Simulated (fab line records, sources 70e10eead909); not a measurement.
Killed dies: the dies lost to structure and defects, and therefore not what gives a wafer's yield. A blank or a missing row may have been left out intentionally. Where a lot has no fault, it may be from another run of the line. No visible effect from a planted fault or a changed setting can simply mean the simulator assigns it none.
fab line records	flow nandHarc	part 1 of 2: steps 1 to 27 of 37
record: lots: 5	wafers: 15	lastDay: 32
route steps=1302 shown A_ZERO_WELL@390 A_SOURCE_PLATE@413 A_ONON_D1@424
lots with no fault: from the same line, run without faults
startH: hours from the record's opening day to when the first of the lot's shown wafers began	waitH: how many hours have passed since the lot's step before this one	" the same as in the row above	L1.1+2: several wafers, shown together as one row	- no value present, or no start provided	* or withheld: withheld	< > ~ a bound
route shown NAME@n: names a module that has steps shown in the file, with the first one's number in the route	usual: mean/standard deviation taken from wafers without a fault	same: alike in all rows	chamber/n: place in a boat	sites: per-site readings	_std_site: how widely they spread, as a standard deviation	_edge_site: inner sites' mean taken away from outer sites' mean	radiusMm: for every site, how far away it sits from the centre of the wafer	mask NAME#n: copy n	behind: the last tool/chamber to shape the wafer	hold: the reason the lot was held/the length of the hold in hours/how it ended	device: names the non-switching transistor (n, p or np)	end of line: the same wafers' tests at the end of the route	a step with no rows: only its recipe	killed: dies that structure and defects cost at the first sort, which is not the same as the wafer's yield	map: a wafer's dies, marking killed ones x, the rest . and places with no die _
set.NAME: the setting as run; set.NAME@STEP: as run at that earlier step	model.NAME: the simulator's own value behind a step, which no gauge read
lots at selected steps of the route; one table per step, one row per wafer
services: the hour from which a tool's chamber was out of use, counted from the record's first day as startH (under 0 if before that day), plus the number of hours and why
== steps ==
step: NHARC_A_ZERO_WELL_PRECLEAN_00
recipe: timeS: 600	tempC: 120	chemistry: SPM
same: timeS: 600
lot.wafer	tool	chamber	startH	waitH
L078.5+2+1	wetBench-02	0,1,2	174.04	0.1
L085.6+5+2	wetBench-07	1,2,3	244.61	0.1
L089.1+4+5	wetBench-04	6,7,1	285.56	0.1
L092.4+5+6	wetBench-04	2,4,5	317.84	0.1
L095.4+6+2	wetBench-02	2,4,5	346.37	0.1
step: NHARC_A_ZERO_WELL_SRD_01
lot.wafer	tool	chamber	startH	waitH
L078.5+2+1	wetBench-02	0,1,2	-	-
L085.6+5+2	wetBench-07	1,2,3	-	-
L089.1+4+5	wetBench-04	6,7,1	-	-
L092.4+5+6	wetBench-04	2,4,5	-	-
L095.4+6+2	wetBench-02	2,4,5	-	-
step: NHARC_A_ZERO_WELL_DEHYDRATE_02
recipe: tempC: 150	timeS: 120
usual: resistLineTempC: 23.00/0.097
same: timeS: 120
lot.wafer	tool	chamber	startH	waitH	resistLineTempC
L078.1	lithoTrack-02	0	174.35	-	23.01
L078.2	"	0	"	"	22.93
L078.5	"	0	"	"	23.13
L085.2	lithoTrack-07	0	244.91	-	22.99
L085.5	"	0	"	"	23.06
L085.6	"	0	"	"	22.89
L089.1	lithoTrack-05	0	285.86	-	22.95
L089.4	"	0	"	"	23.01
L089.5	"	0	"	"	22.88
L092.4	lithoTrack-07	0	318.17	-	22.99
L092.5	"	0	"	"	23.05
L092.6	"	0	"	"	23.09
L095.2	lithoTrack-05	0	346.69	-	23.17
L095.4	"	0	"	"	22.99
L095.6	"	0	"	"	22.99
step: NHARC_A_ZERO_WELL_HMDS_03
recipe: timeS: 30
usual: resistLineTempC: 23.04/0.11
same: timeS: 30
lot.wafer	tool	chamber	startH	waitH	resistLineTempC
L078.1	lithoTrack-02	0	-	-	23.14
L078.2	"	0	"	"	23.19
L078.5	"	0	"	"	23.18
L085.2	lithoTrack-07	0	-	-	23.11
L085.5	"	0	"	"	23.08
L085.6	"	0	"	"	23.15
L089.1	lithoTrack-05	0	-	-	23.07
L089.4	"	0	"	"	22.89
L089.5	"	0	"	"	22.92
L092.4	lithoTrack-07	0	-	-	22.98
L092.5	"	0	"	"	23.21
L092.6	"	0	"	"	23.09
L095.2	lithoTrack-05	0	-	-	23.12
L095.4	"	0	"	"	22.98
L095.6	"	0	"	"	22.89
step: NHARC_A_ZERO_WELL_COAT_18
recipe: tempC: 200	timeS: 65
usual: resistLineTempC: 23.02/0.11
same: timeS: 65
lot.wafer	tool	chamber	startH	waitH	resistLineTempC
L078.1	lithoTrack-02	0	-	-	23.02
L078.2	"	0	"	"	23.20
L078.5	"	0	"	"	23.05
L085.2	lithoTrack-07	0	-	-	23.06
L085.5	"	0	"	"	23.00
L085.6	"	0	"	"	22.87
L089.1	lithoTrack-05	0	-	-	22.88
L089.4	"	0	"	"	22.89
L089.5	"	0	"	"	22.96
L092.4	lithoTrack-07	0	-	-	23.00
L092.5	"	0	"	"	22.91
L092.6	"	0	"	"	23.04
L095.2	lithoTrack-05	0	-	-	22.78
L095.4	"	0	"	"	22.95
L095.6	"	0	"	"	22.97
step: NHARC_A_ZERO_WELL_COAT_04
recipe: spinRpm: 2000	resistThkNm: 600
usual: resistLineTempC: 23.02/0.098
lot.wafer	tool	chamber	startH	waitH	resistLineTempC
L078.1	lithoTrack-02	0	-	-	23.19
L078.2	"	0	"	"	23.00
L078.5	"	0	"	"	23.06
L085.2	lithoTrack-07	0	-	-	22.99
L085.5	"	0	"	"	23.08
L085.6	"	0	"	"	22.97
L089.1	lithoTrack-05	0	-	-	23.07
L089.4	"	0	"	"	22.95
L089.5	"	0	"	"	23.06
L092.4	lithoTrack-07	0	-	-	23.01
L092.5	"	0	"	"	23.06
L092.6	"	0	"	"	22.87
L095.2	lithoTrack-05	0	-	-	22.96
L095.4	"	0	"	"	23.07
L095.6	"	0	"	"	23.08
step: NHARC_A_ZERO_WELL_SOFTBAKE_05
recipe: tempC: 125	timeS: 70
usual: resistLineTempC: 23.00/0.11
same: timeS: 70
lot.wafer	tool	chamber	startH	waitH	resistLineTempC
L078.1	lithoTrack-02	0	-	-	22.81
L078.2	"	0	"	"	23.15
L078.5	"	0	"	"	23.02
L085.2	lithoTrack-07	0	-	-	23.06
L085.5	"	0	"	"	23.22
L085.6	"	0	"	"	23.17
L089.1	lithoTrack-05	0	-	-	23.19
L089.4	"	0	"	"	23.07
L089.5	"	0	"	"	23.12
L092.4	lithoTrack-07	0	-	-	22.98
L092.5	"	0	"	"	22.96
L092.6	"	0	"	"	22.82
L095.2	lithoTrack-05	0	-	-	22.96
L095.4	"	0	"	"	22.95
L095.6	"	0	"	"	22.98
step: NHARC_A_ZERO_WELL_EBR_06
usual: resistLineTempC: 22.98/0.083
lot.wafer	tool	chamber	startH	waitH	resistLineTempC
L078.1	lithoTrack-02	0	-	-	22.97
L078.2	"	0	"	"	23.02
L078.5	"	0	"	"	22.86
L085.2	lithoTrack-07	0	-	-	22.96
L085.5	"	0	"	"	22.98
L085.6	"	0	"	"	23.07
L089.1	lithoTrack-05	0	-	-	22.92
L089.4	"	0	"	"	23.07
L089.5	"	0	"	"	22.98
L092.4	lithoTrack-07	0	-	-	22.97
L092.5	"	0	"	"	22.96
L092.6	"	0	"	"	23.16
L095.2	lithoTrack-05	0	-	-	22.91
L095.4	"	0	"	"	23.04
L095.6	"	0	"	"	22.97
step: NHARC_A_ZERO_WELL_EXPOSE_07
recipe: na: 0.55	doseMj: 33.85	maskId: A_ZERO
lot.wafer	tool	chamber	startH	waitH	mask
L078.1+2+5	krfScanner-01	0	174.53	-	A_ZERO#0
L085.2+5+6	krfScanner-01	0	245.20	-	A_ZERO#0
L089.1+4+5	krfScanner-02	0	286.15	-	A_ZERO#0
L092.4+5+6	krfScanner-02	0	318.47	-	A_ZERO#0
L095.2+4+6	krfScanner-02	0	346.98	-	A_ZERO#0
step: NHARC_A_ZERO_WELL_PEB_08
recipe: pebTempC: 128	pebTimeS: 80
usual: resistLineTempC: 22.99/0.098
lot.wafer	tool	chamber	startH	waitH	resistLineTempC
L078.1	lithoTrack-05	0	174.59	0.1	23.19
L078.2	"	0	"	"	23.22
L078.5	"	0	"	"	23.01
L085.2	lithoTrack-05	0	245.26	0.1	22.96
L085.5	"	0	"	"	23.05
L085.6	"	0	"	"	23.06
L089.1	lithoTrack-02	0	286.21	0.1	23.16
L089.4	"	0	"	"	22.92
L089.5	"	0	"	"	23.10
L092.4	lithoTrack-05	0	318.53	0.0	23.07
L092.5	"	0	"	"	22.92
L092.6	"	0	"	"	22.92
L095.2	lithoTrack-05	0	347.04	0.1	22.97
L095.4	"	0	"	"	22.77
L095.6	"	0	"	"	22.97
step: NHARC_A_ZERO_WELL_DEVELOP_09
recipe: timeS: 50	devTempC: 22
usual: resistLineTempC: 23.02/0.097
same: timeS: 50
lot.wafer	tool	chamber	startH	waitH	resistLineTempC
L078.1	lithoTrack-05	0	-	-	22.89
L078.2	"	0	"	"	22.90
L078.5	"	0	"	"	22.98
L085.2	lithoTrack-05	0	-	-	23.05
L085.5	"	0	"	"	22.90
L085.6	"	0	"	"	22.91
L089.1	lithoTrack-02	0	-	-	23.22
L089.4	"	0	"	"	23.06
L089.5	"	0	"	"	23.15
L092.4	lithoTrack-05	0	-	-	22.99
L092.5	"	0	"	"	23.09
L092.6	"	0	"	"	22.98
L095.2	lithoTrack-05	0	-	-	23.08
L095.4	"	0	"	"	23.00
L095.6	"	0	"	"	23.11
step: NHARC_A_ZERO_WELL_CD_MEAS_10
recipe: targetCdNm: 2000	landingEnergyEv: 500
usual: cdNm: 1999.5/1.3
lot.wafer	tool	chamber	startH	waitH	cdNm
L078.1	cdSem-01	0	174.68	-	2000.1
L078.2	"	0	"	"	2001.3
L078.5	"	0	"	"	1999.4
L085.2	cdSem-01	0	245.35	-	2000.6
L085.5	"	0	"	"	2000.6
L085.6	"	0	"	"	1999.8
L089.1	cdSem-02	0	286.30	-	1999.8
L089.4	"	0	"	"	1999.9
L089.5	"	0	"	"	2000.7
L092.4	cdSem-02	0	318.62	-	1997.8
L092.5	"	0	"	"	1996.8
L092.6	"	0	"	"	1997.4
L095.2	cdSem-01	0	347.13	-	1998.7
L095.4	"	0	"	"	1998.5
L095.6	"	0	"	"	1998.7
step: NHARC_A_ZERO_WELL_HARDBAKE_11
recipe: tempC: 118	timeS: 65
usual: resistLineTempC: 22.98/0.096
same: timeS: 65
lot.wafer	tool	chamber	startH	waitH	resistLineTempC
L078.1	lithoTrack-02	0	174.76	-	23.06
L078.2	"	0	"	"	22.98
L078.5	"	0	"	"	22.80
L085.2	lithoTrack-02	0	245.43	-	22.99
L085.5	"	0	"	"	22.95
L085.6	"	0	"	"	23.06
L089.1	lithoTrack-07	0	286.38	-	23.02
L089.4	"	0	"	"	23.10
L089.5	"	0	"	"	23.05
L092.4	lithoTrack-02	0	318.69	-	23.14
L092.5	"	0	"	"	23.10
L092.6	"	0	"	"	22.99
L095.2	lithoTrack-05	0	347.21	-	22.91
L095.4	"	0	"	"	23.07
L095.6	"	0	"	"	23.02
step: NHARC_A_ZERO_WELL_DESCUM_12
recipe: timeS: 3	o2FlowSccm: 200	arFlowSccm: 0	biasPowerW: 0	chemistry: O2
usual: drypumpMotorCurrentA: 5.8/0.5	oesProductAu: 0.997/0.0071	rfVppV: 57.6/0.81	showerheadPlenumPTorr: 1.91/0.075	throttleValvePct: 11.312/0.0093
same: timeS: 3
lot.wafer	tool	chamber	startH	waitH	drypumpMotorCurrentA	oesProductAu	rfHoursCounterH	rfVppV	showerheadPlenumPTorr	throttleValvePct
L078.2	rieDiel-13	3	174.84	-	5.4	0.999	0	56.8	1.93	11.308
L078.1	"	0	"	"	5.7	0.992	0	57.9	1.90	11.309
L078.5	"	2	"	"	6.0	0.990	-	59.5	1.99	11.304
L085.2	rieDiel-02	0	245.52	-	6.0	1.001	0	57.2	1.96	11.325
L085.5	"	3	"	"	5.6	0.995	-	57.5	1.81	11.303
L085.6	"	0	"	"	6.0	0.995	-	58.6	1.96	11.302
L089.4	rieDiel-02	0	286.47	-	6.0	1.002	1	58.6	1.96	11.316
L089.1	"	1	"	"	6.8	0.993	1	57.7	2.02	11.318
L089.5	"	0	"	"	6.0	0.997	-	56.9	1.96	11.310
L092.4	rieDiel-02	0	318.77	-	6.0	1.000	2	56.9	1.96	11.304
L092.5	"	3	"	"	5.6	1.000	-	58.3	1.80	11.321
L092.6	"	0	"	"	6.0	0.995	-	57.2	1.96	11.318
L095.4	rieDiel-09	1	347.29	-	5.5	0.992	7	58.6	1.93	11.328
L095.2	"	2	"	"	5.8	1.007	7	57.3	1.81	11.307
L095.6	"	0	"	"	6.1	0.996	-	56.9	1.95	11.320
step: NHARC_A_ZERO_WELL_ETCH_19
recipe: targetDepthA: 800	overetchA: 240	timeS: 87.88	ionEnergyEv: 200	n2FlowSccm: 150	h2FlowSccm: 150	arFlowSccm: 0	rfW: 400	biasW: 150	chemistry: N2/H2
usual: drypumpMotorCurrentA: 5.8/0.5	oesProductAu: 0.998/0.008	rfVppV: 430.3/2.4	showerheadPlenumPTorr: 2.03/0.082	throttleValvePct: 14.171/0.0092
same: timeS: 87.88
lot.wafer	tool	chamber	startH	waitH	drypumpMotorCurrentA	oesProductAu	rfHoursCounterH	rfVppV	showerheadPlenumPTorr	throttleValvePct
L078.2	rieDiel-13	0	174.92	0.1	5.7	1.004	0	431.0	2.03	14.162
L078.1	"	2	"	"	6.0	0.989	0	431.9	2.12	14.157
L078.5	"	0	"	"	5.7	1.004	-	431.3	2.03	14.167
L085.2	rieDiel-02	0	245.66	0.1	6.0	1.006	0	433.8	2.09	14.150
L085.5	"	3	"	"	5.6	0.991	-	426.6	1.92	14.158
L085.6	"	0	"	"	6.0	0.984	-	431.3	2.09	14.171
L089.4	rieDiel-02	2	286.54	0.1	5.2	1.012	1	429.2	1.96	14.173
L089.1	"	3	"	"	5.6	0.999	1	427.2	1.92	14.160
L089.5	"	2	"	"	5.3	1.004	-	427.7	1.96	14.155
L092.4	rieDiel-02	0	318.85	0.1	6.0	0.995	2	433.5	2.09	14.167
L092.6	"	0	"	"	6.0	1.001	-	433.1	2.09	14.178
L092.5	"	1	"	"	6.8	0.997	-	432.9	2.15	14.167
L095.2	rieDiel-09	3	347.37	0.1	5.5	0.995	5	430.7	2.04	14.166
L095.4	"	0	"	"	6.1	0.997	5	432.3	2.07	14.160
L095.6	"	0	"	"	6.1	1.003	-	429.7	2.07	14.173
step: NHARC_A_ZERO_WELL_ETCH_13
recipe: targetDepthA: 1200	timeS: 40.1	hbrFlowSccm: 150	cl2FlowSccm: 50	rfW: 400	icpW: 400	biasW: 100	chemistry: HBr/Cl2
usual: drypumpMotorCurrentA: 5.7/0.33	mfcCl2Sccm: 50.01/0.14	oesProductAu: 1.001/0.0073	throttleValvePct: 26.406/0.0095
same: timeS: 40.1
lot.wafer	tool	chamber	startH	waitH	drypumpMotorCurrentA	mfcCl2Sccm	oesProductAu	rfHoursCounterH	throttleValvePct
L078.1	rieSi-06	2	175.05	-	5.0	49.87	0.993	0.7	26.404
L078.2	"	0	"	"	6.0	50.02	1.000	0.7	26.413
L078.5	"	1	"	"	5.9	50.35	0.989	-	26.409
L085.2	rieSi-06	0	245.84	-	6.0	50.03	1.012	1.2	26.416
L085.6	"	1	"	"	5.8	50.28	1.010	-	26.416
L085.5	"	2	"	"	5.0	49.99	1.016	-	26.418
L089.4	rieSi-04	1	286.66	-	5.4	49.94	1.010	0.4	26.412
L089.1	"	2	"	"	6.2	50.07	1.014	0.7	26.400
L089.5	"	2	"	"	6.2	49.90	1.015	-	26.388
L092.6	rieSi-04	3	319.02	-	5.8	50.07	0.995	-	26.400
L092.5	"	1	"	"	5.4	50.21	0.996	-	26.415
L092.4	"	2	"	"	6.2	49.82	1.004	-	26.403
L095.4	rieSi-02	0	347.50	-	5.7	49.93	1.002	0.4	26.422
L095.2	"	2	"	"	5.7	49.95	0.995	0.3	26.399
L095.6	"	3	"	"	5.5	49.96	0.994	-	26.392
step: NHARC_A_ZERO_WELL_STRIP_14
recipe: timeS: 900	tempC: 130	chemistry: SPM
same: timeS: 900
lot.wafer	tool	chamber	startH	waitH
L078.5+1+2	wetBench-07	2,4,5	175.21	-
L085.2+6+5	wetBench-07	7,1,2	245.96	-
L089.4+5+1	wetBench-02	2,3,7	286.82	-
L092.5+4+6	wetBench-07	5,6,7	319.17	-
L095.6+4+2	wetBench-04	2,3,6	347.65	-
step: NHARC_A_ZERO_WELL_IMPLANT_15
recipe: energyKev: 150	doseCm2: 1e+13	tiltDeg: 7
usual: endStationPressureTorr: 5.06e-06/2.5e-07
lot.wafer	tool	chamber	startH	waitH	endStationPressureTorr
L078.1	implanter-02	0	175.60	0.1	5.01e-06
L078.2	"	0	"	"	4.98e-06
L078.5	"	0	"	"	4.84e-06
L085.2	implanter-01	0	246.39	0.1	5.22e-06
L085.5	"	0	"	"	5.69e-06
L085.6	"	0	"	"	4.77e-06
L089.1	implanter-01	0	287.22	0.1	4.82e-06
L089.4	"	0	"	"	4.96e-06
L089.5	"	0	"	"	4.93e-06
L092.4	implanter-01	0	319.64	0.1	4.96e-06
L092.5	"	0	"	"	5.27e-06
L092.6	"	0	"	"	5.08e-06
L095.2	implanter-02	0	348.07	0.1	4.87e-06
L095.4	"	0	"	"	4.38e-06
L095.6	"	0	"	"	5e-06
step: NHARC_A_ZERO_WELL_PRECLEAN_22
recipe: timeS: 60	tempC: 50	bathAgeMin: 0	chemistry: SC1
same: timeS: 60
lot.wafer	tool	chamber	startH	waitH
L078.1+5+2	wetBench-02	7,0,2	175.83	0.2
L085.2+5+6	wetBench-04	3,5,6	246.58	0.2
L089.5+4+1	wetBench-07	6,7,1	287.44	0.1
L092.6+5+4	wetBench-02	5,6,7	319.76	0.0
L095.2+6+4	wetBench-07	7,0,1	348.25	0.2
step: NHARC_A_ZERO_WELL_SRD_23
lot.wafer	tool	chamber	startH	waitH
L078.1+5+2	wetBench-02	7,0,2	-	-
L085.2+5+6	wetBench-04	3,5,6	-	-
L089.5+4+1	wetBench-07	6,7,1	-	-
L092.6+5+4	wetBench-02	5,6,7	-	-
L095.2+6+4	wetBench-07	7,0,1	-	-
step: NHARC_A_ZERO_WELL_RTA_16
recipe: tempC: 1000	timeS: 10
usual: lampPowerPct: 31.9/2.4	lamp_zone_2_pct: 31.9/2.4	wafer_temp_C_max: 1006.2/1.5
same: timeS: 10
lot.wafer	tool	chamber	startH	waitH	lampPowerPct	lamp_zone_2_pct	wafer_temp_C_max
L078.1	rtpAnneal-02	0	175.95	-	29.9	29.9	1004.8
L078.2	"	0	"	"	29.9	29.8	1004.6
L078.5	"	0	"	"	29.9	29.9	1006.1
L085.2	rtpAnneal-02	0	246.73	-	29.8	29.8	1004.3
L085.5	"	0	"	"	29.8	29.8	1006.1
L085.6	"	0	"	"	29.9	29.8	1004.4
L089.1	rtpAnneal-02	0	287.57	-	29.9	29.8	1004.6
L089.4	"	0	"	"	29.9	29.9	1007.1
L089.5	"	0	"	"	29.9	29.8	1004.5
L092.4	rtpAnneal-02	0	319.98	-	29.9	29.8	1007.3
L092.5	"	0	"	"	29.9	29.9	1005.2
L092.6	"	0	"	"	29.9	29.9	1005.3
L095.2	rtpAnneal-02	0	348.42	-	29.9	29.9	1004.9
L095.4	"	0	"	"	29.8	29.9	1004.1
L095.6	"	0	"	"	29.8	29.9	1005.7
step: NHARC_A_ZERO_WELL_INSPECT_17
usual: rawDefectCount: 11/5.9
lot.wafer	tool	chamber	startH	waitH	rawDefectCount
L078.1	defectInspect-02	-	176.15	0.2	27
L078.2	"	-	"	"	12
L078.5	"	-	"	"	15
L085.2	defectInspect-02	-	246.90	0.1	6
L085.5	"	-	"	"	11
L085.6	"	-	"	"	8
L089.1	defectInspect-02	-	287.77	0.2	16
L089.4	"	-	"	"	13
L089.5	"	-	"	"	7
L092.4	defectInspect-02	-	320.10	0.1	10
L092.5	"	-	"	"	18
L092.6	"	-	"	"	11
L095.2	defectInspect-02	-	348.58	0.1	5
L095.4	"	-	"	"	5
L095.6	"	-	"	"	7
step: NHARC_A_SOURCE_PLATE_PRECLEAN_00
recipe: timeS: 60	chemistry: HF-LAST
same: timeS: 60
lot.wafer	tool	chamber	startH	waitH
L078.5+1+2	wetBench-09	2,4,5	176.21	0.1
L085.5+6+2	wetBench-09	0,2,4	246.96	0.1
L089.4+1+5	wetBench-05	3,4,7	287.82	0.0
L092.5+4+6	wetBench-06	7,0,3	320.15	0.0
L095.2+4+6	wetBench-06	7,0,2	348.64	0.1
step: NHARC_A_SOURCE_PLATE_SRD_01
lot.wafer	tool	chamber	startH	waitH
L078.5+1+2	wetBench-09	2,4,5	-	-
L085.5+6+2	wetBench-09	0,2,4	247.02	0.0
L089.4+1+5	wetBench-05	3,4,7	-	-
L092.5+4+6	wetBench-06	7,0,3	-	-
L095.2+4+6	wetBench-06	7,0,2	-	-
step: NHARC_A_SOURCE_PLATE_OXIDE_02
recipe: targetThkA: 100	tempC: 900	oxTimeS: 1362	material: SiO2
usual: zonePowerTopPct: 32.3/2.6
lot.wafer	tool	chamber	startH	waitH	zonePowerTopPct
L078.1	furnace-06	0	181.32	-	30.6
L078.2	"	0	"	"	30.8
L078.5	"	0	"	"	30.4
L085.2	furnace-01	0	250.18	3.2	32.5
L085.5	"	0	"	"	32.1
L085.6	"	0	"	"	32.4
L089.1	furnace-06	0	289.24	-	30.4
L089.4	"	0	"	"	30.7
L089.5	"	0	"	"	31.0
L092.4	furnace-01	0	325.75	-	32.0
L092.5	"	0	"	"	32.4
L092.6	"	0	"	"	32.2
L095.2	furnace-07	0	351.70	-	38.2
L095.4	"	0	"	"	39.0
L095.6	"	0	"	"	39.5
step: NHARC_A_SOURCE_PLATE_THK_MEAS_09
recipe: thkMeasGauge: ellipsometry
usual: thkNm: 9.8/1
lot.wafer	tool	chamber	startH	waitH	thkNm
L078.1	filmMetro-01	-	185.41	0.4	10.0
L078.2	"	-	"	"	10.4
L078.5	"	-	"	"	9.9
L085.2	filmMetro-02	-	254.21	0.4	9.3
L085.5	"	-	"	"	11.7
L085.6	"	-	"	"	9.1
L089.1	filmMetro-01	-	293.33	0.4	9.0
L089.4	"	-	"	"	9.2
L089.5	"	-	"	"	9.3
L092.4	filmMetro-01	-	329.86	0.4	10.3
L092.5	"	-	"	"	7.8
L092.6	"	-	"	"	10.3
L095.2	filmMetro-02	-	355.79	0.4	10.5
L095.4	"	-	"	"	8.9
L095.6	"	-	"	"	7.7
step: NHARC_A_SOURCE_PLATE_PVD_04
recipe: targetThkA: 500	material: WSi2
lot.wafer	tool	chamber	startH	waitH
L078.2+1+5	pvdSputter-02	-	185.49	0.1
L085.2+6+5	pvdSputter-01	-	254.29	0.1
L089.1+4+5	pvdSputter-03	-	293.42	0.1
L092.4+6+5	pvdSputter-03	-	329.92	0.1
L095.2+4+6	pvdSputter-01	-	355.87	0.1
